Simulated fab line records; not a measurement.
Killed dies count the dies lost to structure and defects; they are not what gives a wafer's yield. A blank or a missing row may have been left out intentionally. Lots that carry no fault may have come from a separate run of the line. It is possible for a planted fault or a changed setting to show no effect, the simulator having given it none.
fab line records    flow nand_harc
[record] lots = 13  wafers = 39  last_day = 24
route steps=1159 shown A_CONTACT@867 A_BONDPAD@1085 THIN_TSV@1120 END@1159
lots that met no fault: from a run of the same line without faults
start_h: hours from the record's opening day to when the first of the lot's shown wafers began    wait_h: hours elapsed since this lot's preceding step    " as in the row above    L1.1+2: a row that stands for several wafers    - no value present, or no start provided    * or withheld: withheld    < > ~ a bound
route shown NAME@n: names a module that has steps shown in the file, with the first one's number in the route    usual: mean and standard deviation over wafers with no fault    same: alike in all rows    chamber/n: place in a boat    sites: per-site readings    _std_site: the values' standard deviation    _edge_site: outer sites' mean less inner sites'    radius_mm: for every site, how far away it sits from the centre of the wafer    mask NAME#n: copy n    behind: the tool/chamber that last shaped the wafer    hold: reason for holding the lot/hours on hold/outcome of the hold    device: whichever transistor did not switch (one of n, p or np)    end of line: at the end of the route, the tests of the same wafers    a step without rows: its recipe alone    killed: the dies lost at the first sort to structure and to defects; this is not the yield of the wafer    map: shows each die of a wafer: x if killed, . if not, _ if none is there
set.NAME: the run value of the setting; set.NAME@STEP: its run value at that earlier step    model.NAME: the simulator's own value behind a step, which no gauge read
one table for each step of the route and one row for each wafer, over a sample of lots
services: a tool's chamber out of use, with start hour (start_h, from the record's first day; less than 0 if before it), hours out, and reason
[[steps]]
[step NHARC_A_CONTACT_ETCH_116]
[recipe] source_w = withheld  pressure_mtorr = 20  bias_v = 3000  time_s = 94  target_depth_a = 9220  ar_flow_sccm = withheld  c4f8_flow_sccm = withheld  o2_flow_sccm = withheld  chemistry = C4F8/O2/Ar
[usual] chamber_pressure_mTorr = 19.998/0.019  oes_air_line_au = 0.999/0.021
lot.wafer  tool             chamber  start_h  wait_h  chamber_pressure_mTorr  oes_air_line_au  rf_hours_counter_h
L775.2     har_cap_etch-02  1        368.83   0.1     20.001                  1.007            7
L775.1     "                0        "        "       20.009                  1.034            7
L775.3     "                0        "        "       19.997                  1.042            -
L776.2     har_cap_etch-03  0        377.23   0.1     20.001                  0.993            80
L776.3     "                1        "        "       19.989                  0.973            -
L776.5     "                0        "        "       20.001                  0.988            -
L777.1     har_cap_etch-02  0        380.14   0.1     19.966                  0.988            10
L777.2     "                1        "        "       19.978                  1.044            10
L777.3     "                0        "        "       19.983                  0.974            -
L779.2     har_cap_etch-03  0        396.50   0.1     20.003                  0.959            84
L779.4     "                1        "        "       19.991                  1.006            -
L779.5     "                0        "        "       20.011                  0.991            -
L780.2     har_cap_etch-03  0        402.28   0.1     19.996                  1.035            85
L780.5     "                0        "        "       20.045                  1.000            -
L780.6     "                1        "        "       19.997                  0.979            -
L782.3     har_cap_etch-01  1        408.40   0.1     19.999                  1.012            -
L782.6     "                1        "        "       19.983                  1.022            -
L782.5     "                0        "        "       20.007                  0.998            -
L783.1     har_cap_etch-03  1        424.60   0.1     20.002                  0.995            89
L783.4     "                1        "        "       19.963                  0.963            -
L783.5     "                1        "        "       19.986                  0.969            -
L785.4     har_cap_etch-01  1        433.43   0.1     20.030                  0.965            -
L785.6     "                1        "        "       19.978                  0.976            -
L785.5     "                0        "        "       20.006                  0.994            -
L786.2     har_cap_etch-01  1        442.52   0.1     19.999                  1.012            70
L786.3     "                1        "        "       20.006                  0.989            -
L786.5     "                0        "        "       19.995                  0.988            -
L793.2     har_cap_etch-03  0        468.73   0.1     20.007                  0.983            95
L793.1     "                1        "        "       20.003                  1.019            95
L793.4     "                0        "        "       19.991                  0.977            -
L794.1     har_cap_etch-02  1        471.15   0.1     19.993                  1.026            26
L794.3     "                1        "        "       20.019                  1.011            -
L794.6     "                0        "        "       19.964                  1.011            -
L796.3     har_cap_etch-03  0        504.28   0.1     19.981                  1.016            -
L796.5     "                1        "        "       19.985                  1.029            -
L796.6     "                0        "        "       19.973                  1.015            -
L798.2     har_cap_etch-01  0        509.73   0.1     20.005                  0.975            81
L798.1     "                1        "        "       20.034                  1.005            81
L798.3     "                0        "        "       19.992                  0.999            -
[step NHARC_A_BONDPAD_PVD_27]
[recipe] target_thk_a = 300  chamber_pressure_pa = 5  power_w = 5000  substrate_temp_c = 30  time_s = 20.49  material = Cu
[usual] chamber_pressure_pa = 5.000/0.0093  throttle_valve_pct = 30.2/1.2
lot.wafer  tool            chamber  start_h  wait_h  chamber_pressure_pa  throttle_valve_pct
L775.3     pvd_sputter-01  -        -        -       5.011                32.1
L775.2     "               -        "        "       5.001                27.1
L775.1     "               -        "        "       4.998                30.3
L776.2     pvd_sputter-01  -        -        -       5.005                30.2
L776.3     "               -        "        "       5.011                32.5
L776.5     "               -        "        "       5.003                32.4
L777.3     pvd_sputter-01  -        -        -       4.994                30.2
L777.2     "               -        "        "       4.988                32.3
L777.1     "               -        "        "       5.003                29.2
L779.2     pvd_sputter-02  -        -        -       5.017                30.6
L779.4     "               -        "        "       4.997                29.6
L779.5     "               -        "        "       5.023                31.4
L780.2     pvd_sputter-01  -        -        -       4.994                32.2
L780.6     "               -        "        "       4.991                30.7
L780.5     "               -        "        "       5.003                32.4
L782.3     pvd_sputter-03  -        -        -       5.008                28.0
L782.5     "               -        "        "       5.003                31.0
L782.6     "               -        "        "       5.008                28.0
L783.1     pvd_sputter-02  -        -        -       5.001                31.0
L783.4     "               -        "        "       5.004                30.4
L783.5     "               -        "        "       4.999                29.2
L785.4     pvd_sputter-01  -        -        -       4.985                32.6
L785.6     "               -        "        "       4.999                30.5
L785.5     "               -        "        "       4.993                32.5
L786.2     pvd_sputter-02  -        -        -       5.015                30.4
L786.3     "               -        "        "       4.989                30.2
L786.5     "               -        "        "       4.992                31.0
L793.2     pvd_sputter-02  -        -        -       5.002                30.3
L793.1     "               -        "        "       4.991                30.2
L793.4     "               -        "        "       5.017                29.3
L794.1     pvd_sputter-02  -        -        -       4.995                30.4
L794.3     "               -        "        "       5.003                30.3
L794.6     "               -        "        "       4.991                30.4
L796.3     pvd_sputter-03  -        -        -       4.994                30.9
L796.6     "               -        "        "       4.986                30.9
L796.5     "               -        "        "       5.003                29.6
L798.2     pvd_sputter-03  -        -        -       4.993                30.8
L798.1     "               -        "        "       4.997                30.8
L798.3     "               -        "        "       4.992                29.4
[step NHARC_THIN_TSV_ETCH_15]
[recipe] target_depth_a = 30000  bosch_target_overetch_cycles = 2  bosch_etch_step_s = 2.8  bosch_dep_step_s = 1.2  bosch_cycles = 14
[usual] drypump_motor_current_A = 5.9/0.47
lot.wafer  tool       chamber  start_h  wait_h  drypump_motor_current_A  rf_hours_counter_h
L775.1     rie_si-02  3        425.11   -       5.7                      0.3
L775.3     "          1        "        "       6.2                      0.3
L775.2     "          2        "        "       6.6                      0.2
L777.2     rie_si-02  2        437.76   -       6.6                      0.3
L777.3     "          0        "        "       5.5                      0.5
L777.1     "          1        "        "       6.2                      0.4
L776.3     rie_si-06  1        438.82   -       5.2                      0.6
L776.2     "          2        "        "       6.2                      0.6
L776.5     "          1        "        "       5.2                      -
L779.2     rie_si-02  3        449.10   -       5.6                      0.5
L779.5     "          2        "        "       6.6                      -
L779.4     "          3        "        "       5.6                      -
L780.2     rie_si-02  2        454.44   -       6.6                      0.5
L780.5     "          2        "        "       6.6                      -
L780.6     "          3        "        "       5.6                      -
L782.3     rie_si-06  2        467.68   -       6.2                      0.9
L782.5     "          3        "        "       5.4                      -
L782.6     "          0        "        "       6.7                      -
L783.4     rie_si-06  0        477.05   -       6.7                      0.9
L783.1     "          1        "        "       5.1                      0.9
L783.5     "          3        "        "       5.4                      -
L785.4     rie_si-06  1        482.58   -       5.2                      1.0
L785.6     "          3        "        "       5.4                      -
L785.5     "          0        "        "       6.7                      -
L786.3     rie_si-03  0        497.84   -       6.3                      1.7
L786.2     "          3        "        "       5.7                      1.5
L786.5     "          1        "        "       5.6                      -
L793.2     rie_si-06  2        526.72   -       6.2                      1.3
L793.1     "          3        "        "       5.4                      1.3
L793.4     "          0        "        "       6.7                      1.3
L794.1     rie_si-03  2        535.22   -       5.8                      0.2
L794.3     "          0        "        "       6.3                      0.2
L794.6     "          2        "        "       5.8                      -
L796.3     rie_si-03  2        561.36   -       5.8                      0.4
L796.5     "          2        "        "       5.8                      -
L796.6     "          3        "        "       5.7                      -
L798.1     rie_si-02  0        563.90   -       5.5                      1.4
L798.3     "          1        "        "       6.2                      1.3
L798.2     "          2        "        "       6.6                      1.4
[step NHARC_THIN_TSV_ETCH_36]
[recipe] target_depth_a = 650  over_etch_frac = 0.3  time_s = 18.571  ion_energy_ev = 150  chemistry = Cl2/BCl3
[usual] chamber_pressure_mTorr = 9.999/0.0096  drypump_motor_current_A = 5.94/0.24  oes_product_au = 1.001/0.0074
lot.wafer  tool          chamber  start_h  wait_h  chamber_pressure_mTorr  drypump_motor_current_A  oes_product_au  rf_hours_counter_h
L775.1     rie_metal-02  1        430.79   0.2     9.996                   5.44                     1.002           1.0
L775.2     "             0        "        "       10.001                  6.36                     1.007           1.0
L775.3     "             1        "        "       10.001                  5.43                     0.993           -
L777.1     rie_metal-01  0        443.40   0.2     9.982                   5.88                     0.991           3.1
L777.2     "             1        "        "       9.986                   6.02                     1.006           3.1
L777.3     "             0        "        "       9.990                   5.91                     0.990           -
L776.2     rie_metal-02  1        444.62   0.2     10.009                  5.43                     1.003           1.6
L776.3     "             1        "        "       9.997                   5.40                     1.012           -
L776.5     "             0        "        "       9.998                   6.33                     0.998           -
L779.2     rie_metal-01  1        454.84   0.2     10.012                  6.02                     1.009           3.6
L779.4     "             0        "        "       10.009                  5.92                     1.008           -
L779.5     "             0        "        "       10.009                  5.91                     1.006           -
L780.2     rie_metal-02  0        460.23   0.2     10.012                  6.33                     0.993           2.2
L780.6     "             1        "        "       9.993                   5.41                     1.000           -
L780.5     "             0        "        "       10.013                  6.34                     1.012           -
L782.3     rie_metal-01  0        473.64   0.1     10.006                  5.89                     1.002           -
L782.5     "             1        "        "       10.001                  6.03                     0.996           -
L782.6     "             0        "        "       10.017                  5.84                     1.002           -
L783.1     rie_metal-01  1        482.85   0.2     9.993                   6.04                     1.015           4.7
L783.4     "             0        "        "       10.017                  5.91                     1.008           -
L783.5     "             1        "        "       9.996                   6.03                     1.011           -
L785.4     rie_metal-03  1        488.12   0.1     9.995                   6.00                     1.013           -
L785.6     "             0        "        "       10.008                  5.86                     1.003           -
L785.5     "             1        "        "       9.999                   6.05                     1.007           -
L786.2     rie_metal-01  0        503.38   0.2     10.006                  5.93                     0.996           5.7
L786.3     "             0        "        "       10.023                  5.91                     1.000           -
L786.5     "             0        "        "       9.981                   5.91                     1.000           -
L793.1     rie_metal-03  1        532.54   0.2     10.010                  6.03                     0.992           2.2
L793.2     "             0        "        "       9.997                   5.87                     0.996           2.2
L793.4     "             1        "        "       9.986                   6.03                     0.993           -
L794.1     rie_metal-01  1        541.26   0.2     10.000                  6.02                     1.000           0.6
L794.3     "             0        "        "       9.994                   5.92                     1.004           -
L794.6     "             0        "        "       9.995                   5.93                     0.994           -
L796.3     rie_metal-03  1        567.03   0.1     9.989                   5.99                     1.001           -
L796.5     "             0        "        "       9.992                   5.89                     1.004           -
L796.6     "             1        "        "       10.005                  5.99                     1.000           -
L798.1     rie_metal-01  0        569.56   0.2     10.004                  5.89                     0.997           1.7
L798.2     "             1        "        "       9.988                   6.03                     1.001           1.7
L798.3     "             0        "        "       10.010                  5.86                     0.996           -
[step NHARC_END_SORT_01]
[recipe] temp_c = 25
[usual] killed_at_array = 26/10  killed_at_other = 0.5/0.87  killed_at_periphery = 3.0/2.5  killed_dies = 29/11  killed_open = 3.3/1.9  killed_short = 1.8/1.5
[same] gross_dies = 677
lot.wafer  tool       chamber  start_h  wait_h  killed_at_array  killed_at_other  killed_at_periphery  killed_dies  killed_open  killed_short
L785.4     prober-02  0        501.54   3.4     41               0                2                    43           7            0
L785.5     prober-02  0        502.35   3.7     90               1                1                    92           5            0
L785.6     prober-02  0        503.15   4.0     38               0                1                    39           1            0
L786.2     prober-01  0        512.30   2.8     15               1                5                    21           4            1
L786.3     prober-01  0        513.09   3.1     23               0                4                    27           3            0
L786.5     prober-01  0        514.68   3.7     81               1                3                    85           7            3
// killed by level:class
L785.4 A_CHANNEL_HOLE_D1:chamber_film_flake=19 A_SLIT:chamber_film_flake=10 A_M1:chamber_film_flake=3 A_STAIRCASE:chamber_film_flake=2 A_CONTACT:chamber_film_flake=2 P_GATE:geometric_particle:open=1 P_CONTACT:geometric_particle:open=1 A_ONON_D1:geometric_particle:open=1
L785.5 A_CONTACT:unspecified=59 A_CHANNEL_HOLE_D1:chamber_film_flake=11 A_SLIT:chamber_film_flake=11 A_CONTACT:chamber_film_flake=3 A_M1:chamber_film_flake=2 P_GATE:geometric_particle:open=1 A_ONON_D1:geometric_particle:open=1 A_SGD_CUT:geometric_particle:open=1
L785.6 A_CHANNEL_HOLE_D1:chamber_film_flake=16 A_SLIT:chamber_film_flake=14 A_STAIRCASE:chamber_film_flake=2 A_CONTACT:chamber_film_flake=2 A_M1:chamber_film_flake=2 P_CONTACT:geometric_particle:open=1 A_CHANNEL_FILL_D1:chamber_film_flake=1 A_WL_FILL:chamber_film_flake=1
L786.2 A_SLIT:chamber_film_flake=7 A_CHANNEL_HOLE_D1:chamber_film_flake=3 A_STAIRCASE:chamber_film_flake=2 P_GATE:geometric_particle:open=1 P_CONTACT:geometric_particle:open=1 P_M0:geometric_particle:open=1 A_CONTACT:geometric_particle:open=1 A_BLC:geometric_particle:short=1
L786.3 A_SLIT:chamber_film_flake=11 A_STAIRCASE:chamber_film_flake=4 A_CONTACT:chamber_film_flake=4 A_CHANNEL_HOLE_D1:chamber_film_flake=3 P_GATE:geometric_particle:open=1 P_CONTACT:geometric_particle:open=1 A_CONTACT:geometric_particle:open=1 P_STI:chamber_film_flake=1
L786.5 A_CONTACT:unspecified=59 A_SLIT:chamber_film_flake=12 A_CONTACT:geometric_particle:open=2 A_BLC:geometric_particle:open=2 P_CONTACT:geometric_particle:open=1 P_M0:geometric_particle:short=1 P_M2:geometric_particle:open=1 A_CHANNEL_FILL_D1:geometric_particle:short=1
[[services]]
tool             chamber  start_h  hours  kind
pvd_sputter-03   -        353.92   6.6    repair
rie_si-06        -        360.00   9.0    pm
pvd_sputter-01   -        368.83   10.0   pm
pvd_sputter-03   -        370.71   28.2   repair
rie_metal-02     -        388.00   9.0    pm
rie_si-02        -        388.00   9.0    pm
pvd_sputter-02   -        393.43   10.0   pm
har_cap_etch-03  -        407.80   0.5    repair
pvd_sputter-02   -        420.11   0.6    repair
pvd_sputter-02   -        446.17   0.8    repair
rie_si-02        1        448.12   9.2    repair
rie_metal-01     1        465.39   4.4    repair
pvd_sputter-02   -        467.44   6.9    repair
pvd_sputter-02   -        507.50   2.0    repair
rie_metal-01     -        509.00   9.0    pm
pvd_sputter-01   -        521.16   2.6    repair
rie_si-06        0        529.56   2.4    repair
rie_si-02        0        533.57   6.9    repair
rie_si-06        -        537.00   9.0    pm
har_cap_etch-03  -        545.00   17.0   pm
pvd_sputter-01   -        547.13   10.0   pm
pvd_sputter-02   -        547.36   4.1    repair
rie_metal-01     0        553.00   7.8    repair
rie_si-02        -        565.00   9.0    pm
[[key]]
[first_sign] step = NHARC_END_SORT_01  reading = killed_at_array  direction = up  sigmas = 6  usual = 26  struck = 86
[effect] step = NHARC_END_SORT_01  reading = killed_dies  direction = up  sigmas = 5.5  usual = 29  struck = 88
[more_kills_born_at] NHARC_A_CONTACT_ETCH_116@har_cap_etch-01 = 116
met_at NHARC_A_CONTACT_ETCH_116
struck_lots L785,L786
struck_wafers L785.5,L786.5
tester_left_out L785,L786
not_acting_at NHARC_A_BONDPAD_PVD_27,NHARC_THIN_TSV_ETCH_15,NHARC_THIN_TSV_ETCH_36
onset_between 408.40 433.43
[fault] kind = chamber_particle_source  tool = har_cap_etch-01  chamber = 0  onset_h = 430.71  steps = NHARC_A_CONTACT_ETCH_116  rate_per_visit_cm2 = 1.5471  end_h = 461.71
// tester_left_out: of these lots the tester's yield and bins aren't shown, on N5 and GAA mostly nor the transistor test; their killed dies are dies lost to structure and defects alone, not to doping, threshold or leakage, so they don't give the yield
